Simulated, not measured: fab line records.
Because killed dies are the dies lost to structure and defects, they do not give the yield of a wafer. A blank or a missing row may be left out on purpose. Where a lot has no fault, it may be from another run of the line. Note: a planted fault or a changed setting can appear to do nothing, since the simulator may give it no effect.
fab line records	flow nand-harc	part 1 of 2: steps 1 to 23 of 36
[record] lots = 5	wafers = 15	last-day = 33
route steps=1302 shown A_SGD_CUT@896 A_SLIT@922
lots that met no fault: taken from a fault-free run of the same line
start-h: hours from the record's first day to the start of the lot's first wafer shown	wait-h: hours elapsed since this lot's preceding step	" unchanged from the row above	L1.1+2: a row that stands for several wafers	- no value, or no start given	* or withheld: withheld	< > ~ a bound
route shown NAME@n: names a module that has steps shown in the file, with the first one's number in the route	usual: average and standard deviation across the fault-free wafers	same: alike in all rows	chamber/n: place in a boat	sites: each site's reading	_std_site: standard deviation of those values	_edge_site: outer sites' mean less inner sites'	radius-mm: how far each site lies from the wafer's centre	mask NAME#n: copy n	behind: the most recent tool/chamber to have shaped the wafer	hold: the reason the lot was held/the length of the hold in hours/how it ended	device: the transistor (n, p or np) that didn't switch	end of line: the same wafers' tests at the end of the route	a step given without rows: its recipe and nothing more	killed: the dies lost at the first sort to structure and to defects; this is not the yield of the wafer	map: a wafer's dies, x killed, . not, _ none there
set.NAME: the setting as run; set.NAME@STEP: as run at that earlier step	model.NAME: the simulator's own value behind a step, which no gauge read
lots at selected steps of the route; one table per step, one row per wafer
services: from which hour (start-h, from the record's first day; less than 0 if before it) a tool's chamber was out of use, for how many hours, and why
[[steps]]
[step NHARC_A_SGD_CUT_SOFTBAKE_04]
[recipe] temp-c = 105	time-s = 55
lot.wafer	tool	chamber	start-h	wait-h
L074.2+3+4	litho-track-06	0	-	-
L089.2+3+6	litho-track-06	0	-	-
L091.1+2+6	litho-track-01	0	-	-
L096.1+5+6	litho-track-06	0	-	-
L097.1+4+5	litho-track-01	0	-	-
[step NHARC_A_SGD_CUT_EBR_05]
lot.wafer	tool	chamber	start-h	wait-h
L074.2+3+4	litho-track-06	0	-	-
L089.2+3+6	litho-track-06	0	-	-
L091.1+2+6	litho-track-01	0	-	-
L096.1+5+6	litho-track-06	0	-	-
L097.1+4+5	litho-track-01	0	-	-
[step NHARC_A_SGD_CUT_EXPOSE_06]
[recipe] na = 1.35	dose-mj = 85.59	mask-id = SGD
[usual] reticle-temp-C = 23.01/0.11	stage-vel-mm-s = 499.99/0.25
lot.wafer	tool	chamber	start-h	wait-h	mask	reticle-temp-C	stage-vel-mm-s
L074.2	arfi-scanner-02	0	449.33	-	SGD#0	22.94	499.73
L074.3	"	0	"	"	SGD#0	23.07	500.16
L074.4	"	0	"	"	SGD#0	22.97	500.11
L089.2	arfi-scanner-03	0	580.71	-	SGD#0	22.93	499.87
L089.3	"	0	"	"	SGD#0	23.02	499.81
L089.6	"	0	"	"	SGD#0	23.14	499.74
L091.1	arfi-scanner-03	0	616.13	-	SGD#0	23.08	499.53
L091.2	"	0	"	"	SGD#0	23.00	499.72
L091.6	"	0	"	"	SGD#0	23.01	499.85
L096.1	arfi-scanner-01	0	647.45	-	SGD#0	23.24	499.62
L096.5	"	0	"	"	SGD#0	23.15	500.21
L096.6	"	0	"	"	SGD#0	23.24	499.86
L097.1	arfi-scanner-01	0	661.62	-	SGD#0	23.05	499.74
L097.4	"	0	"	"	SGD#0	22.95	499.96
L097.5	"	0	"	"	SGD#0	23.06	499.75
[step NHARC_A_SGD_CUT_PEB_07]
[recipe] peb-temp-c = 100	peb-time-s = 65
lot.wafer	tool	chamber	start-h	wait-h
L074.2+3+4	litho-track-04	0	449.39	0.1
L089.2+3+6	litho-track-04	0	580.77	0.1
L091.1+2+6	litho-track-01	0	616.19	0.1
L096.1+5+6	litho-track-01	0	647.51	0.1
L097.1+4+5	litho-track-06	0	661.68	0.1
[step NHARC_A_SGD_CUT_DEVELOP_08]
[recipe] develop-time-s = 35	dev-temp-c = 23
lot.wafer	tool	chamber	start-h	wait-h
L074.2+3+4	litho-track-04	0	-	-
L089.2+3+6	litho-track-04	0	-	-
L091.1+2+6	litho-track-01	0	-	-
L096.1+5+6	litho-track-01	0	-	-
L097.1+4+5	litho-track-06	0	-	-
[step NHARC_A_SGD_CUT_CD_MEAS_09]
[recipe] target-cd-nm = 100	landing-energy-ev = 500
[usual] cd-nm = 100.1/0.58
lot.wafer	tool	chamber	start-h	wait-h	cd-nm
L074.2	cd-sem-03	0	449.47	-	99.5
L074.3	"	0	"	"	99.4
L074.4	"	0	"	"	100.1
L089.2	cd-sem-02	0	580.85	-	100.3
L089.3	"	0	"	"	99.7
L089.6	"	0	"	"	99.3
L091.1	cd-sem-03	0	616.27	-	99.0
L091.2	"	0	"	"	99.5
L091.6	"	0	"	"	99.6
L096.1	cd-sem-02	0	647.59	-	100.3
L096.5	"	0	"	"	98.8
L096.6	"	0	"	"	100.0
L097.1	cd-sem-01	0	661.76	-	101.2
L097.4	"	0	"	"	100.4
L097.5	"	0	"	"	99.8
[step NHARC_A_SGD_CUT_OVL_MEAS_10]
[usual] overlay-x-nm = -0.1/1.3	overlay-y-nm = -0.1/0.86
lot.wafer	tool	chamber	start-h	wait-h	overlay-x-nm	overlay-y-nm
L074.2	overlay-02	-	449.56	-	1.2	-0.7
L074.3	"	-	"	"	0.4	-0.8
L074.4	"	-	"	"	0.6	-0.6
L089.2	overlay-01	-	580.94	-	2.0	-0.1
L089.3	"	-	"	"	2.6	0.0
L089.6	"	-	"	"	2.5	0.1
L091.1	overlay-01	-	616.35	-	1.5	0.4
L091.2	"	-	"	"	1.0	0.1
L091.6	"	-	"	"	2.0	0.3
L096.1	overlay-02	-	647.67	-	0.4	0.3
L096.5	"	-	"	"	0.0	-0.2
L096.6	"	-	"	"	-0.3	0.0
L097.1	overlay-02	-	661.85	-	-0.5	-0.3
L097.4	"	-	"	"	-0.4	-0.3
L097.5	"	-	"	"	-0.6	-0.2
[step NHARC_A_SGD_CUT_INSPECT_11]
[usual] raw-defect-count = 51/28
lot.wafer	tool	chamber	start-h	wait-h	raw-defect-count
L074.2	defect-inspect-02	-	449.60	0.0	12
L074.3	"	-	"	"	17
L074.4	"	-	"	"	11
L089.2	defect-inspect-01	-	580.98	0.0	19
L089.3	"	-	"	"	21
L089.6	"	-	"	"	13
L091.1	defect-inspect-02	-	616.39	0.0	106
L091.2	"	-	"	"	111
L091.6	"	-	"	"	97
L096.1	defect-inspect-01	-	647.71	0.0	87
L096.5	"	-	"	"	68
L096.6	"	-	"	"	90
L097.1	defect-inspect-01	-	661.88	0.0	23
L097.4	"	-	"	"	23
L097.5	"	-	"	"	27
[step NHARC_A_SGD_CUT_DESCUM_14]
[recipe] time-s = 3	o2-flow-sccm = 200	ar-flow-sccm = 0	bias-power-w = 0	chemistry = O2
[usual] drypump-motor-current-A = 5.4/0.55	oes-product-au = 0.997/0.011	rf-vpp-V = 57.8/0.9	showerhead-plenum-p-Torr = 1.94/0.085	throttle-valve-pct = 11.311/0.0091
lot.wafer	tool	chamber	start-h	wait-h	drypump-motor-current-A	oes-product-au	rf-hours-counter-h	rf-vpp-V	showerhead-plenum-p-Torr	throttle-valve-pct
L074.3	rie-diel-08	2	449.66	0.1	5.0	0.997	3.8	58.3	1.94	11.323
L074.2	"	3	"	"	5.7	1.002	3.5	56.1	1.98	11.309
L074.4	"	0	"	"	4.8	0.999	2.5	57.9	1.79	11.298
L089.3	rie-diel-10	2	581.04	0.1	5.5	1.013	7.3	57.3	1.91	11.300
L089.2	"	3	"	"	4.8	1.003	7.3	58.7	1.98	11.313
L089.6	"	3	"	"	4.7	1.002	-	58.1	1.98	11.302
L091.2	rie-diel-10	3	616.46	0.1	4.7	0.995	0.2	56.1	1.98	11.306
L091.1	"	0	"	"	5.5	0.990	0.2	57.9	1.90	11.301
L091.6	"	2	"	"	5.5	0.999	-	56.5	1.91	11.308
L096.1	rie-diel-10	0	647.78	0.1	5.5	0.979	1.7	58.4	1.90	11.323
L096.5	"	3	"	"	4.7	0.994	-	57.7	1.98	11.319
L096.6	"	0	"	"	5.5	0.979	-	58.0	1.90	11.304
L097.4	rie-diel-08	0	661.94	0.1	4.8	1.005	7.7	56.0	1.79	11.312
L097.1	"	3	"	"	5.7	1.004	8.4	58.6	1.98	11.323
L097.5	"	0	"	"	4.8	1.022	-	57.6	1.79	11.318
[step NHARC_A_SGD_CUT_ETCH_58]
[recipe] target-depth-a = 390	over-etch-frac = 0.3	time-s = 65	ion-energy-ev = 80	cf4-flow-sccm = 150	ar-flow-sccm = 0	rf-w = 300	bias-w = 100	chemistry = CF4
[usual] drypump-motor-current-A = 5.4/0.55	oes-product-au = 0.996/0.011	rf-vpp-V = 151.5/1.2	showerhead-plenum-p-Torr = 1.79/0.074	throttle-valve-pct = 13.283/0.0087
[same] over-etch-frac = 0.3
lot.wafer	tool	chamber	start-h	wait-h	drypump-motor-current-A	oes-product-au	rf-hours-counter-h	rf-vpp-V	showerhead-plenum-p-Torr	throttle-valve-pct
L074.3	rie-diel-08	0	449.74	0.1	4.8	0.999	2.5	149.6	1.66	13.285
L074.4	"	1	"	"	4.9	0.985	3.4	152.3	1.89	13.271
L074.2	"	2	"	"	5.0	0.990	3.9	150.7	1.79	13.292
L089.2	rie-diel-10	2	581.13	0.1	5.6	0.998	7.3	150.5	1.76	13.284
L089.3	"	3	"	"	4.7	0.996	7.3	151.7	1.82	13.285
L089.6	"	2	"	"	5.6	0.999	-	151.2	1.76	13.277
L091.1	rie-diel-10	0	616.54	0.1	5.4	0.984	0.3	151.0	1.75	13.290
L091.2	"	2	"	"	5.6	0.995	0.2	151.2	1.76	13.292
L091.6	"	0	"	"	5.5	0.995	-	149.4	1.75	13.257
L096.1	rie-diel-10	1	647.88	0.1	6.4	0.987	1.8	152.4	1.80	13.271
L096.5	"	2	"	"	5.6	0.995	-	152.3	1.76	13.303
L096.6	"	3	"	"	4.7	0.993	-	152.4	1.82	13.292
L097.1	rie-diel-08	0	662.03	0.1	4.8	1.018	7.7	148.3	1.66	13.274
L097.4	"	2	"	"	5.0	0.984	8.5	151.7	1.79	13.283
L097.5	"	0	"	"	4.8	1.021	-	150.5	1.66	13.281
[step NHARC_A_SGD_CUT_ETCH_59]
[recipe] target-depth-a = 2600	over-etch-frac = 0.25	time-s = 406.25	ion-energy-ev = 200	n2-flow-sccm = 150	h2-flow-sccm = 150	ar-flow-sccm = 0	rf-w = 400	bias-w = 150	chemistry = N2/H2
[usual] drypump-motor-current-A = 5.4/0.55	oes-product-au = 0.997/0.012	rf-vpp-V = 431.4/2.7	showerhead-plenum-p-Torr = 2.07/0.093	throttle-valve-pct = 14.171/0.0088
[same] over-etch-frac = 0.25
lot.wafer	tool	chamber	start-h	wait-h	drypump-motor-current-A	oes-product-au	rf-hours-counter-h	rf-vpp-V	showerhead-plenum-p-Torr	throttle-valve-pct
L074.3	rie-diel-08	3	-	-	5.7	1.013	3.5	432.6	2.11	14.174
L074.2	"	1	"	"	4.9	0.985	3.5	433.6	2.20	14.169
L074.4	"	2	"	"	5.0	1.002	3.9	431.3	2.07	14.170
L089.3	rie-diel-10	2	-	-	5.6	1.002	7.4	429.3	2.03	14.182
L089.2	"	3	"	"	4.7	0.986	7.4	432.8	2.11	14.172
L089.6	"	3	"	"	4.8	0.989	-	432.3	2.11	14.163
L091.1	rie-diel-10	0	-	-	5.5	0.993	0.3	430.8	2.02	14.167
L091.2	"	1	"	"	6.4	0.992	0.3	432.4	2.08	14.170
L091.6	"	0	"	"	5.5	0.978	-	430.6	2.02	14.165
L096.1	rie-diel-10	3	-	-	4.8	0.990	1.5	432.4	2.11	14.166
L096.5	"	0	"	"	5.5	0.983	-	430.9	2.02	14.179
L096.6	"	1	"	"	6.4	0.985	-	432.8	2.08	14.172
L097.1	rie-diel-08	0	-	-	4.8	1.017	7.8	426.9	1.90	14.170
L097.4	"	1	"	"	4.9	0.992	8.1	433.6	2.19	14.170
L097.5	"	3	"	"	5.8	1.009	-	432.2	2.11	14.153
[step NHARC_A_SGD_CUT_ETCH_15]
[recipe] target-depth-a = 750	time-s = 64.3	ch3f-flow-sccm = 50	o2-flow-sccm = 30	ar-flow-sccm = 200	rf-w = 500	bias-w = 100	chemistry = CH3F/O2
[usual] drypump-motor-current-A = 5.4/0.55	oes-product-au = 0.960/0.016	rf-vpp-V = 264.4/1.8	showerhead-plenum-p-Torr = 2.49/0.11	throttle-valve-pct = 20.662/0.009
lot.wafer	tool	chamber	start-h	wait-h	drypump-motor-current-A	oes-product-au	rf-hours-counter-h	rf-vpp-V	showerhead-plenum-p-Torr	throttle-valve-pct
L074.4	rie-diel-08	0	-	-	4.8	0.929	2.8	262.3	2.31	20.663
L074.3	"	1	"	"	4.9	0.918	3.5	266.0	2.64	20.650
L074.2	"	2	"	"	5.0	0.923	4.0	264.0	2.50	20.676
L089.2	rie-diel-10	0	-	-	5.5	0.954	7.7	262.6	2.44	20.672
L089.3	"	1	"	"	6.4	0.957	7.7	263.7	2.50	20.666
L089.6	"	3	"	"	4.8	0.946	-	264.4	2.54	20.658
L091.1	rie-diel-10	3	-	-	4.7	0.963	0.4	264.8	2.54	20.642
L091.2	"	1	"	"	6.4	0.971	0.5	265.8	2.50	20.676
L091.6	"	3	"	"	4.7	0.965	-	264.6	2.54	20.658
L096.1	rie-diel-10	1	-	-	6.4	0.966	2.0	265.6	2.50	20.662
L096.6	"	1	"	"	6.4	0.968	-	264.3	2.50	20.664
L096.5	"	2	"	"	5.5	0.972	-	264.1	2.45	20.654
L097.4	rie-diel-08	2	-	-	5.0	0.960	8.7	264.1	2.49	20.667
L097.1	"	0	"	"	4.8	0.973	7.8	262.4	2.30	20.666
L097.5	"	2	"	"	5.0	0.960	-	265.0	2.49	20.672
[step NHARC_A_SGD_CUT_ETCH_16]
[recipe] target-depth-a = 3105	time-s = 155.2	c4f8-flow-sccm = withheld	o2-flow-sccm = 8	ar-flow-sccm = withheld	rf-w = 600	bias-w = 800	chemistry = C4F8/O2/Ar
[usual] oes-product-au = 0.971/0.015	rf-vpp-V = 724/4.5
lot.wafer	tool	chamber	start-h	wait-h	oes-product-au	rf-hours-counter-h	rf-vpp-V
L074.2	rie-diel-08	0	-	-	0.949	2.9	718
L074.3	"	1	"	"	0.941	3.6	730
L074.4	"	3	"	"	0.950	3.7	727
L089.3	rie-diel-10	0	-	-	0.967	7.7	723
L089.2	"	1	"	"	0.962	7.7	726
L089.6	"	1	"	"	0.955	-	725
L091.2	rie-diel-10	2	-	-	0.966	0.4	723
L091.1	"	0	"	"	0.969	0.6	723
L091.6	"	2	"	"	0.961	-	724
L096.1	rie-diel-10	0	-	-	0.949	2.0	723
L096.6	"	2	"	"	0.970	-	723
L096.5	"	3	"	"	0.965	-	727
L097.1	rie-diel-08	1	-	-	0.965	8.2	732
L097.4	"	2	"	"	0.978	8.8	724
L097.5	"	3	"	"	0.979	-	726
[step NHARC_A_SGD_CUT_STRIP_60]
[recipe] c4f8-flow-sccm = withheld	o2-flow-sccm = 8	ar-flow-sccm = withheld	bias-w = 0	chemistry = C4F8/O2/Ar
lot.wafer	tool	chamber	start-h	wait-h
L074.2+3+4	rie-diel-08	0,1,2	-	-
L089.3+2+6	rie-diel-10	0,3,0	-	-
L091.2+1+6	rie-diel-10	1,2,1	-	-
L096.1+5+6	rie-diel-10	3,1,2	-	-
L097.4+1+5	rie-diel-08	1,2,0	-	-
[step NHARC_A_SGD_CUT_STRIP_17]
[recipe] o2-flow-sccm = 500	ar-flow-sccm = 0	bias-w = 0	chemistry = O2
[usual] drypump-motor-current-A = 5.4/0.55	oes-product-au = 0.997/0.012	rf-vpp-V = 57.9/0.9	showerhead-plenum-p-Torr = 3.57/0.15	throttle-valve-pct = 17.034/0.0093
lot.wafer	tool	chamber	start-h	wait-h	drypump-motor-current-A	oes-product-au	rf-hours-counter-h	rf-vpp-V	showerhead-plenum-p-Torr	throttle-valve-pct
L074.4	rie-diel-08	3	-	-	5.8	1.014	3.8	58.5	3.65	17.044
L074.2	"	0	"	"	4.8	1.024	2.9	58.6	3.32	17.037
L074.3	"	2	"	"	5.0	1.004	4.0	59.1	3.58	17.040
L089.3	rie-diel-10	3	-	-	4.7	0.998	7.7	58.0	3.64	17.032
L089.2	"	1	"	"	6.4	0.983	7.8	55.9	3.59	17.030
L089.6	"	3	"	"	4.7	0.994	-	58.1	3.64	17.025
L091.1	rie-diel-10	3	-	-	4.7	1.001	0.5	59.1	3.64	17.029
L091.2	"	2	"	"	5.5	0.994	0.5	57.7	3.51	17.046
L091.6	"	3	"	"	4.7	1.002	-	57.7	3.64	17.027
L096.1	rie-diel-10	1	-	-	6.4	0.987	2.1	58.3	3.59	17.024
L096.6	"	3	"	"	4.7	0.999	-	58.5	3.64	17.035
L096.5	"	0	"	"	5.5	0.985	-	58.6	3.50	17.048
L097.4	rie-diel-08	0	-	-	4.9	1.011	8.0	59.1	3.31	17.033
L097.1	"	1	"	"	4.9	0.991	8.2	58.5	3.77	17.035
L097.5	"	2	"	"	5.0	0.977	-	59.1	3.57	17.027
[step NHARC_A_SGD_CUT_PRECLEAN_18]
[recipe] time-s = *	temp-c = 50	bath-age-min = 0	chemistry = SC1
[usual] bath-heat-duty-pct = 7.0/1
lot.wafer	tool	chamber	start-h	wait-h	bath-heat-duty-pct
L074.4	wet-bench-06	1	451.11	-	8.4
L074.2	"	2	"	"	6.7
L074.3	"	4	"	"	6.0
L089.6	wet-bench-02	7	582.03	-	7.1
L089.2	"	0	"	"	5.6
L089.3	"	3	"	"	5.1
L091.2	wet-bench-06	3	617.42	-	6.8
L091.1	"	4	"	"	6.3
L091.6	"	7	"	"	7.7
L096.5	wet-bench-06	5	648.75	-	6.4
L096.6	"	6	"	"	8.6
L096.1	"	7	"	"	7.3
L097.5	wet-bench-03	0	662.92	-	8.1
L097.4	"	1	"	"	4.8
L097.1	"	4	"	"	6.3
[step NHARC_A_SGD_CUT_SRD_19]
lot.wafer	tool	chamber	start-h	wait-h
L074.4+2+3	wet-bench-06	1,2,4	-	-
L089.6+2+3	wet-bench-02	7,0,3	-	-
L091.2+1+6	wet-bench-06	3,4,7	-	-
L096.5+6+1	wet-bench-06	5,6,7	-	-
L097.5+4+1	wet-bench-03	0,1,4	-	-
[step NHARC_A_SGD_CUT_DEP_20]
[recipe] target-thk-a = 1500	temp-c = 65	material = SiO2
lot.wafer	tool	chamber	start-h	wait-h
L074.2+4+3	fcvd-01	1,1,0	451.26	-
L089.2+3+6	fcvd-01	0,0,1	582.17	-
L091.1+2+6	fcvd-02	0,1,1	617.57	-
L096.1+6+5	fcvd-02	1,1,0	648.88	-
L097.1+4+5	fcvd-02	0	663.06	-
[step NHARC_A_SGD_CUT_ANNEAL_27]
[recipe] temp-c = 450	time-s = 1800
[usual] spike-tc-bottom-C = 474.7/1.9	spike-tc-lower-C = 449.7/1.2
lot.wafer	tool	chamber	start-h	wait-h	spike-tc-bottom-C	spike-tc-lower-C
L074.2	furnace-08	0	455.78	4.5	476.3	449.6
L074.3	"	0	"	"	476.8	448.5
L074.4	"	0	"	"	476.9	451.9
L089.2	furnace-01	0	584.15	2.0	474.6	451.0
L089.3	"	0	"	"	475.7	450.7
L089.6	"	0	"	"	474.7	449.7
L091.1	furnace-08	0	620.76	3.2	475.6	448.2
L091.2	"	0	"	"	475.0	449.9
L091.6	"	0	"	"	476.5	449.5
L096.1	furnace-01	0	654.76	5.9	474.4	450.5
L096.5	"	0	"	"	476.6	452.8
L096.6	"	0	"	"	474.7	450.8
L097.1	furnace-08	0	670.11	7.0	476.7	449.5
L097.4	"	0	"	"	477.0	447.6
L097.5	"	0	"	"	477.0	450.5
[step NHARC_A_SGD_CUT_CMP_21]
[recipe] target-thk-nm = 148.19
[usual] motor-current-A = 12.1/1.2	time-to-endpoint-s = 51/4
lot.wafer	tool	chamber	start-h	wait-h	motor-current-A	time-to-endpoint-s
L074.3	cmp-02	3	457.24	0.4	11.7	50
L074.2	"	1	"	"	12.2	47
L074.4	"	2	"	"	11.0	49
L089.3	cmp-02	3	585.63	0.4	11.6	51
L089.2	"	1	"	"	11.8	52
L089.6	"	3	"	"	12.0	53
L091.1	cmp-03	2	622.23	0.4	10.8	51
L091.2	"	0	"	"	14.1	48
L091.6	"	2	"	"	11.4	50
L096.1	cmp-04	3	656.29	0.4	12.3	46
L096.6	"	0	"	"	11.8	53
L096.5	"	1	"	"	12.4	56
L097.4	cmp-02	1	671.56	0.4	11.1	50
L097.1	"	0	"	"	11.8	51
L097.5	"	2	"	"	11.7	52
[step NHARC_A_SGD_CUT_THK_MEAS_22]
[recipe] thk-meas-gauge = ellipsometry
[usual] thk-nm = 148.5/1.5
lot.wafer	tool	chamber	start-h	wait-h	thk-nm
L074.2	film-metro-02	-	457.50	0.2	147.8
L074.3	"	-	"	"	147.5
L074.4	"	-	"	"	147.6
L089.2	film-metro-01	-	585.88	0.2	149.1
L089.3	"	-	"	"	150.0
L089.6	"	-	"	"	148.9
L091.1	film-metro-01	-	622.48	0.2	150.2
L091.2	"	-	"	"	146.2
L091.6	"	-	"	"	149.5
L096.1	film-metro-02	-	656.47	0.2	146.1
L096.5	"	-	"	"	149.0
L096.6	"	-	"	"	149.5
L097.1	film-metro-01	-	671.82	0.2	147.8
L097.4	"	-	"	"	149.1
L097.5	"	-	"	"	149.0
[step NHARC_A_SGD_CUT_SRD_23]
lot.wafer	tool	chamber	start-h	wait-h
L074.4+3+2	wet-bench-03	2,5,6	457.54	0.0
L089.3+6+2	wet-bench-03	7,0,1	585.92	0.0
L091.1+6+2	wet-bench-03	4,5,6	622.52	0.0
L096.6+1+5	wet-bench-03	1,3,5	656.51	0.0
L097.1+5+4	wet-bench-06	5,0,1	671.86	0.0
[step NHARC_A_SGD_CUT_ETCH_26]
[recipe] target-depth-a = 458	chemistry = dHF	material = SiO2
lot.wafer	tool	chamber	start-h	wait-h
L074.4+3+2	wet-bench-03	2,5,6	457.57	0.0
L089.3+6+2	wet-bench-03	7,0,1	585.95	0.0
L091.1+6+2	wet-bench-03	4,5,6	622.55	0.0
L096.6+1+5	wet-bench-03	1,3,5	656.54	0.0
L097.1+5+4	wet-bench-06	5,0,1	671.89	0.0
